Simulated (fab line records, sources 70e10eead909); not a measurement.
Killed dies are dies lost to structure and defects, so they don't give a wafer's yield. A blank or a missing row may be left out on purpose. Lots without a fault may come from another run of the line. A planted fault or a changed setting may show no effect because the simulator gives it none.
Which tool did it? | flow nand_harc | 12 lots, 36 wafers sampled, at 5 steps of a route of 1302

WHAT THE GAUGES READ, wafer by wafer
NHARC_A_M1_THK_MEAS_24: measures by xrf.
lot  | measured     | on            | thk_nm (nm)
L075 | day 24 00:11 | film_metro-02 | 154.0 156.4 154.9
L078 | day 24 12:17 | film_metro-01 | 152.8 154.3 154.8
L079 | day 24 18:26 | film_metro-01 | 154.7 154.3 156.2
L081 | day 25 14:19 | film_metro-01 | 155.5 153.4 155.5
L083 | day 27 10:04 | film_metro-01 | 155.6 155.4 153.7
L085 | day 27 18:10 | film_metro-02 | 155.4 154.0 153.2
L087 | day 28 19:17 | film_metro-01 | 154.8 153.4 150.2
L089 | day 29 07:14 | film_metro-02 | 155.5 155.6 157.0
L091 | day 30 01:43 | film_metro-01 | 155.3 153.4 153.3
L093 | day 30 17:05 | film_metro-01 | 157.8 154.7 155.2
L096 | day 31 09:41 | film_metro-01 | 154.6 154.6 155.0
L097 | day 32 10:37 | film_metro-02 | 152.7 154.5 150.8

WHICH TOOL RAN EACH LOT (tool, then ch and the chambers of the sampled wafers, then the start)
lot  | NHARC_A_BLC_CMP_25            | NHARC_A_M0_DEGAS_28          | NHARC_A_M0_DEP_32               | NHARC_A_M1_ETCH_35
L075 | cmp-02 ch 0,3, day 23 16:17   | pvd_sputter-03, day 23 18:44 | pecvd-04 ch 0,2, day 23 20:31   | rie_diel-13 ch 1,2,3, day 23 21:49
L078 | cmp-02 ch 1,2,3, day 24 04:22 | pvd_sputter-03, day 24 06:46 | pecvd-01 ch 0,1, day 24 08:27   | rie_diel-11 ch 1,3, day 24 09:58
L079 | cmp-01 ch 1,2,3, day 24 10:35 | pvd_sputter-02, day 24 12:53 | pecvd-04 ch 1,2, day 24 14:34   | rie_diel-01 ch 0,2,3, day 24 16:06
L081 | cmp-03 ch 0,1,2, day 25 06:13 | pvd_sputter-03, day 25 08:37 | pecvd-02 ch 0,1,2, day 25 10:19 | rie_diel-11 ch 0,1,2, day 25 11:51
L083 | cmp-01 ch 1,3, day 27 02:13   | pvd_sputter-02, day 27 04:32 | pecvd-04 ch 0,2, day 27 06:22   | rie_diel-11 ch 0,1,2, day 27 07:45
L085 | cmp-02 ch 2,3, day 27 09:10   | pvd_sputter-02, day 27 11:29 | pecvd-01 ch 0,1,2, day 27 14:28 | rie_diel-11 ch 0,2, day 27 15:50
L087 | cmp-02 ch 0,1,2, day 28 11:27 | pvd_sputter-02, day 28 13:51 | pecvd-01 ch 0,1,2, day 28 15:34 | rie_diel-11 ch 0,1,3, day 28 16:56
L089 | cmp-01 ch 1,2, day 28 23:12   | pvd_sputter-01, day 29 01:39 | pecvd-02 ch 0,1,2, day 29 03:20 | rie_diel-11 ch 1,2,3, day 29 04:50
L091 | cmp-02 ch 0,1,2, day 29 17:27 | pvd_sputter-03, day 29 19:57 | pecvd-04 ch 0,1, day 29 21:51   | rie_diel-11 ch 1,2,3, day 29 23:22
L093 | cmp-01 ch 0,2,3, day 30 09:19 | pvd_sputter-01, day 30 11:31 | pecvd-02 ch 0,1, day 30 13:14   | rie_diel-01 ch 0,2,3, day 30 14:46
L096 | cmp-03 ch 0,1,3, day 31 01:32 | pvd_sputter-02, day 31 03:59 | pecvd-01 ch 0,1,2, day 31 05:44 | rie_diel-01 ch 1,2,3, day 31 07:21
L097 | cmp-01 ch 0,1,3, day 32 02:22 | pvd_sputter-03, day 32 04:38 | pecvd-02 ch 0,1,2, day 32 06:46 | rie_diel-11 ch 0,1,3, day 32 08:17
- NHARC_A_BLC_CMP_25: polishes, t overpolish 30 s, target thk 150 nm.
- NHARC_A_M0_DEGAS_28: time 60 s.
- NHARC_A_M0_DEP_32: deposits SiCN, target thk 30 nm.
- NHARC_A_M1_ETCH_35: etches the open film in N2/H2, target depth 40 nm, overetch 12 nm, time 43.94 s.

THE ANSWER, worked out from the rows above alone
Rule: what is usual is taken from the lots themselves. Put in order of their means at a reading, lots are off if they are a third of the lots or fewer, leave a main group of 4 or more, and stand apart from it by a gap of 3 or more times the standard deviation of the main group's means; of several such gaps the widest counts. A main group whose means are all the same, to the digits that the tables above print for the reading, isn't used. A lot without any number at a reading at which 4 lots or more have one is off too. The other lots that the step has rows for count as sound.
No lot is off at any reading shown: from this, nothing can be told.

WHAT THE SIMULATOR HAD PUT IN
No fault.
